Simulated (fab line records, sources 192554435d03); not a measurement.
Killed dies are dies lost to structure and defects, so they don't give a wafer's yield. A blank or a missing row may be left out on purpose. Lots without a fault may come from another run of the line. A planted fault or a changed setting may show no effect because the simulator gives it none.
fab line records | flow n5_finfet
record lots=3 wafers=9 last_day=19
route steps=1938 shown MOL_CONTACT_COAG@542 BEOL_M4@1111
lots that met no fault: from a run of the same line without faults
start_h: hours from the record's first day to the start of the lot's first wafer shown | wait_h: hours since the lot's step before | " the same as in the row above | L1.1+2: a row that stands for several wafers | - no value, or no start given | * or withheld: withheld | < > ~ a bound
route shown NAME@n: a module of which the file shows steps, and the number in the route of the first | usual: mean/standard deviation of fault-free wafers | same: alike in all rows | chamber/n: place in a boat | sites: the reading at each site | _std_site: their standard deviation | _edge_site: outer sites' mean less inner sites' | radius_mm: how far each site lies from the wafer's centre | mask NAME#n: copy n | behind: the tool/chamber that last shaped the wafer | hold: why the lot was held/for how many hours/how that ended | device: the transistor (n, p or np) that didn't switch | end of line: the same wafers' tests at the end of the route | a step without rows: its recipe alone | killed: dies lost to structure and defects at the first sort, not the wafer's yield | map: a wafer's dies, x killed, . not, _ none there
set.NAME: the setting as run; set.NAME@STEP: as run at that earlier step | model.NAME: the simulator's own value behind a step, which no gauge read
lots at some steps of the route; a table a step, a row a wafer
services: from which hour (start_h, from the record's first day; less than 0 if before it) a tool's chamber was out of use, for how many hours, and why
## steps
# step N5_MOL_CONTACT_COAG_PRECLEAN_111
# recipe chemistry=NF3:NH3 afs_cycles=1 temp_c=30 time_s=20 sublimation_temp_c=180 sublimation_time_s=60 pressure_torr=3 rf_power_w=30
# step N5_MOL_CONTACT_COAG_TI_SIL_19
# recipe material=Ti target_thk_a=42 temp_c=200 chamber_pressure_pa=5 power_w=5000 time_s=15
# step N5_MOL_CONTACT_COAG_ALD_20
# recipe material=TiN target_thk_a=15 temp_c=400 ald_precursor_family=TiCl4 ald_co_reactant=NH3 pulse_time_s=1 purge_time_s=3 co_reactant_purge_time_s=2 co_reactant_pulse_time_s=2 ald_cycles=68 pressure_torr=3
# step N5_MOL_CONTACT_COAG_SIL_ANNEAL_21
# recipe temp_c=550 time_s=60 ambient=N2
# step N5_MOL_CONTACT_COAG_PRE_CLEAN_141
# recipe gas=H2/He time_s=60 temp_c=300
# step N5_MOL_CONTACT_COAG_SPUTTER_143
# recipe material=Co target_thk_a=25 temp_c=25 chamber_pressure_pa=0.2
# step N5_MOL_CONTACT_COAG_CO_FILL_22
# recipe material=Co target_thk_a=200 temp_c=200 precursor=CCTBA/H2 pressure_torr=30
# step N5_MOL_CONTACT_COAG_ANNEAL_113
# recipe temp_c=400 time_s=300 ambient=H2/N2
# step N5_MOL_CONTACT_COAG_PRE_CLEAN_142
# recipe gas=H2/He time_s=60 temp_c=300
# step N5_MOL_CONTACT_COAG_SPUTTER_130
# recipe material=Co target_thk_a=475 temp_c=25 chamber_pressure_pa=0.5 power_w=3000
# step N5_MOL_CONTACT_COAG_PRECLEAN_125
# recipe chemistry=DIW time_s=57.5 temp_c=23
# step N5_MOL_CONTACT_COAG_SRD_126
# recipe dry_time_s=32 dry=n2_spin spin_rpm=1500
# step N5_MOL_CONTACT_COAG_CMP_23
# recipe stop_on=SiO2 t_overpolish_s=1.5 post_cmp_clean=cu_alkaline down_force_psi=2 platen_rpm=50.289 pad_velocity_m_s=1.0006 target_thk_nm=0
# usual head_pressure_psi=2.000/0.0039 motor_current_A=7.7/0.89 overpolish_run_s=1.500/0.0089 platen_rpm=50.29/0.03 time_to_endpoint_s=9.8/1.9
# columns lot.wafer tool chamber start_h wait_h head_pressure_psi motor_current_A overpolish_run_s platen_rpm time_to_endpoint_s model.SiNx_of_GATE_CUT_SAC_CAP_01.thk_nm
L853.2 cmp-01 0 118.72 0.0 1.998 6.6 1.498 50.28 12.0 18.4
L853.3 " 1 " " 2.000 8.7 1.494 50.29 12.2 18.4
L853.5 " 1 " " 2.003 8.2 1.509 50.26 11.7 18.4
L861.1 cmp-01 1 169.35 0.1 1.702 7.5 1.489 50.28 12.2 18.6
L861.6 " 0 " " 2.001 6.6 1.524 50.30 11.2 18.4
L861.5 " 1 " " 1.709 7.8 1.491 50.32 12.7 18.6
L869.4 cmp-04 1 225.65 0.1 2.001 7.0 1.497 50.27 7.2 18.2
L869.6 " 0 " " 2.005 9.2 1.503 50.30 8.1 18.4
L869.5 " 1 " " 2.002 6.9 1.498 50.24 10.2 18.2
# step N5_MOL_CONTACT_COAG_WET_ETCH_26
# recipe target=Co target_depth_nm=13
# step N5_MOL_CONTACT_COAG_WET_ETCH_116
# recipe chemistry=SC1-inhibited target_depth_nm=4.6 dry=ipa_marangoni rinse_time_s=30 rinse_temp_c=23
# step N5_MOL_CONTACT_COAG_ALD_27
# recipe material=SiOC target_thk_a=170 temp_c=400 ald_precursor_family=carbosiloxane ald_co_reactant=H2-plasma pulse_time_s=1.5 time_s=2720 purge_time_s=2 co_reactant_purge_time_s=2 ald_cycles=340 pressure_torr=2
# step N5_MOL_CONTACT_COAG_CMP_28
# recipe stop_on=SiNx t_overpolish_s=0.85 post_cmp_clean=alkaline_brush down_force_psi=4.15 platen_rpm=51.8 pad_velocity_m_s=1.0307 target_thk_nm=14.522
# usual head_pressure_psi=4.150/0.0091 motor_current_A=11.8/1.2 platen_rpm=51.80/0.031 time_to_endpoint_s=5.0/1.8
# columns lot.wafer tool chamber start_h wait_h head_pressure_psi motor_current_A platen_rpm time_to_endpoint_s model.SiNx_of_GATE_CUT_SAC_CAP_01.thk_nm
L853.2 cmp-02 3 121.18 0.9 4.145 11.0 51.85 3.1 18
L853.3 " 0 " " 4.163 11.2 51.80 4.2 18
L853.5 " 1 " " 4.142 13.0 51.84 2.4 18
L861.1 cmp-02 1 171.78 0.9 4.152 13.7 51.75 4.6 18.2
L861.6 " 3 " " 4.149 10.9 51.79 4.4 18
L861.5 " 0 " " 4.145 11.4 51.83 3.8 18.2
L869.4 cmp-02 0 228.18 0.9 4.145 11.7 51.80 4.5 17.8
L869.6 " 1 " " 4.163 13.4 51.84 4.3 18
L869.5 " 2 " " 4.142 12.1 51.81 6.7 17.8
# step N5_MOL_CONTACT_COAG_THK_MEAS_29
# recipe reads=SiNx_of_GATE_CUT_PECVD_57+SiNx_of_GATE_CUT_SAC_CAP_01
# usual MD_CAP_THK=17.90/0.073
# columns lot.wafer tool chamber start_h wait_h MD_CAP_THK[nm]
L853.2 film_metro-01 - 121.40 - 17.94
L853.3 " - " " 17.98
L853.5 " - " " 18.02
L861.1 film_metro-01 - 172.00 - 18.25
L861.5 " - " " 18.22
L861.6 " - " " 17.96
L869.4 film_metro-02 - 228.37 - 17.89
L869.5 " - " " 17.84
L869.6 " - " " 17.92
# step N5_MOL_CONTACT_COAG_ALD_123
# recipe material=SiNx target_thk_a=50 temp_c=400 ald_precursor_family=SiH2I2 ald_co_reactant=N2/H2-plasma pulse_time_s=1 purge_time_s=2 co_reactant_purge_time_s=2 ald_cycles=100 pressure_torr=2
# step N5_MOL_CONTACT_COAG_PECVD_31
# recipe material=SiO2 target_thk_a=460 temp_c=400 precursor=TEOS/O2 pressure_torr=6.5 rf_w=withheld teos_flow_sccm=withheld gas=O2 flow_sccm=2650 time_s=8.9
# step N5_MOL_CONTACT_COAG_COAT_75
# recipe resist=SOC temp_c=250 time_s=60 spin_rpm=1500 resist_thk_nm=60
# step N5_MOL_CONTACT_COAG_COAT_76
# recipe resist=SiARC temp_c=220 time_s=60 spin_rpm=1500 resist_thk_nm=10
# step N5_MOL_CONTACT_COAG_COAT_77
# recipe resist=underlayer temp_c=205 time_s=60 spin_rpm=1500 resist_thk_nm=10
# step N5_MOL_CONTACT_COAG_COAT_78
# recipe resist=CAR-EUV spin_rpm=1500 resist_thk_nm=40
# step N5_MOL_CONTACT_COAG_EBR_80
# recipe solvent=PGMEA ebr_width_mm=1.5
# step N5_MOL_CONTACT_COAG_SOFTBAKE_79
# recipe temp_c=110 time_s=60 resist=CAR-EUV
# step N5_MOL_CONTACT_COAG_EXPOSE_81
# recipe mask_id=VG na=0.33 source_shape=annular sigma_inner=0.3 sigma_outer=0.7 polarization=unpolarized defocus_nm=0 dose_mj=59.5
# step N5_MOL_CONTACT_COAG_PEB_82
# recipe peb_temp_c=100 peb_time_s=60 resist=CAR-EUV
# step N5_MOL_CONTACT_COAG_DEVELOP_83
# recipe develop_time_s=30 developer=TMAH resist=CAR-EUV rinse_liquid=surfactant_rinse dry=air_spin dev_temp_c=23
# step N5_MOL_CONTACT_COAG_DESCUM_88
# recipe chemistry=O2 time_s=7 source_power_w=50 bias_power_w=20 pressure_mtorr=20 rf_frequency_hz=2.712e+07 temp_c=40 resist=CAR-EUV o2_flow_sccm=225
# step N5_MOL_CONTACT_COAG_ETCH_89
# recipe chemistry=N2/H2 target=underlayer target_depth_a=130 mask_material=CAR-EUV time_s=10.4 ion_energy_ev=200 pressure_mtorr=30 source_w=840 bias_w=150 n2_flow_sccm=200 h2_flow_sccm=200 ends=cleared
# step N5_MOL_CONTACT_COAG_ETCH_90
# recipe chemistry=CF4 target=SiARC target_depth_a=130 mask_material=CAR-EUV time_s=21.7 ion_energy_ev=80 pressure_mtorr=40 source_w=545 bias_w=36 Ar_flow_sccm=100 cf4_flow_sccm=100 ends=cleared
# step N5_MOL_CONTACT_COAG_ALD_131
# recipe material=SiO2 target_thk_a=50 temp_c=100 ald_precursor_family=BDEAS ald_co_reactant=O2-plasma pulse_time_s=1 co_reactant_pulse_time_s=1 purge_time_s=2 co_reactant_purge_time_s=2 ald_cycles=35 pressure_torr=2
# step N5_MOL_CONTACT_COAG_ETCHBACK_132
# recipe chemistry=CHF3 target=SiO2 target_depth_a=100 time_s=6.7 ion_energy_ev=200 pressure_mtorr=30 source_w=610 bias_w=170 Ar_flow_sccm=200 CHF3_flow_sccm=50
# step N5_MOL_CONTACT_COAG_ETCH_91
# recipe chemistry=N2/H2 target=SOC target_depth_a=600 overetch_a=210 mask_material=SiARC temp_c=40 time_s=101.2 ion_energy_ev=200 pressure_mtorr=30 source_w=840 bias_w=150 n2_flow_sccm=200 h2_flow_sccm=200
# step N5_MOL_CONTACT_COAG_STRIP_92
# recipe chemistry=N2/H2 temp_c=40 n2_flow_sccm=200 h2_flow_sccm=200 rf_frequency_hz=6e+07
# step N5_MOL_CONTACT_COAG_STRIP_93
# recipe chemistry=N2/H2 temp_c=40 n2_flow_sccm=200 h2_flow_sccm=200 rf_frequency_hz=6e+07
# step N5_MOL_CONTACT_COAG_ETCH_47
# recipe chemistry=CH3F/O2 target=SiNx target_depth_a=270 mask_material=SiO2 stop_on=W over_etch_frac=0.2 ion_energy_ev=120 endpoint=OES-CN pressure_mtorr=30 source_w=395 bias_w=73 Ar_flow_sccm=150 CH3F_flow_sccm=30 O2_flow_sccm=20 ends=end_point
# usual CH3F_flow_sccm=30.00/0.084 drypump_motor_current_A=5.8/0.48 etch_rf_on_time_s=31.2/0.44 oes_product_au=0.70/0.078 rf_vpp_V=298/3 showerhead_plenum_p_Torr=2.01/0.043 throttle_valve_pct=16.44/0.19
# columns lot.wafer tool chamber start_h wait_h CH3F_flow_sccm drypump_motor_current_A etch_rf_on_time_s oes_product_au rf_hours_counter_h rf_vpp_V showerhead_plenum_p_Torr throttle_valve_pct model.MOL_CONTACT_COAG.feature_depth_nm model.etch.depth_nm
L853.2 rie_diel-05 1 123.10 0.0 29.89 6.6 30.9 0.71 127 294 2.01 16.20 18.6 17.99
L853.3 " 0 " " 29.83 5.7 31.3 0.76 58 300 2.12 16.39 18.6 17.99
L853.5 " 0 " " 29.88 5.7 31.5 0.75 - 302 2.12 16.41 18.6 18.02
L861.1 rie_diel-05 3 173.71 0.0 29.89 6.0 31.1 0.73 87 296 1.94 16.51 18.8 18.19
L861.5 " 3 " " 29.98 6.0 31.7 0.73 - 296 1.94 16.52 18.8 18.2
L861.6 " 2 " " 29.91 6.1 31.2 0.65 - 299 2.07 16.65 18.6 17.97
L869.4 rie_diel-01 0 229.94 0.0 29.98 6.5 31.1 0.75 71 301 1.95 16.29 18.4 17.88
L869.5 " 3 " " 30.06 5.2 31.2 0.67 - 292 2.00 16.66 18.4 17.84
L869.6 " 2 " " 29.79 5.0 31.1 0.89 - 304 2.05 15.94 18.6 17.98
# step N5_BEOL_M4_RC_MEAS_101
# usual DIBL_N=36.6/1.3 DIBL_P=36.4/1.4 IOFF_N=0.167/0.023 IOFF_P=0.219/0.029 ION_N=678/8.7 ION_P=464/6.4 SS_N=71.5/0.53 SS_P=73.4/0.57 VT_N=248.5/2.8 VT_P=-249/3.1
# columns lot.wafer tool chamber start_h wait_h DIBL_N[mV/V] DIBL_P[mV/V] IOFF_N[nA/um] IOFF_P[nA/um] ION_N[uA/um] ION_P[uA/um] SS_N[mV/dec] SS_P[mV/dec] VT_N[mV] VT_P[mV]
L853.2 prober-02 0 203.08 0.2 37.2 35.2 0.158 0.218 688 472 71.2 73.6 247.7 -249
L853.3 " 0 " " 38.1 36.9 0.185 0.259 693 478 72.0 73.5 244.5 -246
L853.5 " 0 " " 35.7 33.5 0.136 0.190 685 467 71.4 71.7 249.4 -250
L861.1 prober-02 0 290.03 0.0 36.1 35.5 0.155 0.207 679 468 71.2 72.8 248.7 -248
L861.5 " 0 " " 35.5 34.5 0.146 0.200 679 470 71.1 72.5 252.4 -252
L861.6 " 0 " " 34.8 33.7 0.133 0.187 669 464 70.7 72.7 250.2 -251
L869.4 prober-01 0 334.99 0.5 36.9 35.3 0.148 0.176 676 458 71.3 73.2 249.4 -254
L869.5 " 0 " " 37.7 36.3 0.158 0.191 680 457 71.2 73.0 250.6 -251
L869.6 " 0 " " 37.2 35.9 0.148 0.179 669 458 71.5 73.4 251.7 -255
## services
# columns tool chamber start_h hours kind
cmp-02 - 113.89 4.0 pm
cmp-04 - 113.89 0.6 repair
cmp-02 - 117.89 - consumable_replace:conditioner
cmp-02 - 117.89 - consumable_replace:pad
cmp-04 - 131.11 6.7 pm
rie_diel-05 - 132.88 14.6 pm
cmp-01 - 141.80 2.4 repair
rie_diel-05 1 173.90 8.8 repair
rie_diel-01 0 182.28 1.9 repair
cmp-04 - 182.94 5.0 pm
rie_diel-01 2 190.80 1.6 repair
cmp-02 - 192.28 1.1 repair
rie_diel-01 2 204.69 - clean
rie_diel-01 2 204.69 - consumable_replace:focus_ring
rie_diel-01 2 204.69 23.2 scheduled_down
rie_diel-01 2 204.69 23.2 vent_cycle
## key
first_sign step=N5_MOL_CONTACT_COAG_CMP_23 reading=head_pressure_psi direction=down sigmas=75 usual=2.000 struck=1.706
effect step=N5_MOL_CONTACT_COAG_THK_MEAS_29 reading=MD_CAP_THK direction=up sigmas=4.6 usual=17.90 struck=18.24
model_effect step=N5_MOL_CONTACT_COAG_CMP_23 value=SiNx_of_GATE_CUT_SAC_CAP_01.thk_nm without=18.2 struck=18.6
model_effect step=N5_MOL_CONTACT_COAG_CMP_28 value=SiNx_of_GATE_CUT_SAC_CAP_01.thk_nm without=17.8 struck=18.2
model_effect step=N5_MOL_CONTACT_COAG_ETCH_47 value=MOL_CONTACT_COAG.feature_depth_nm without=18.4 struck=18.8
met_at N5_MOL_CONTACT_COAG_CMP_23
struck_wafers L861.1,L861.5
onset_between 118.72 169.35
fault kind=process_parameter_drift tool=cmp-01 chamber=1 onset_h=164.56 steps=N5_MOL_CONTACT_COAG_CMP_23 channel=down_force_psi offset=-0.29851 shape=step end_h=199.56 acts_in=these_recipes_only stated=2
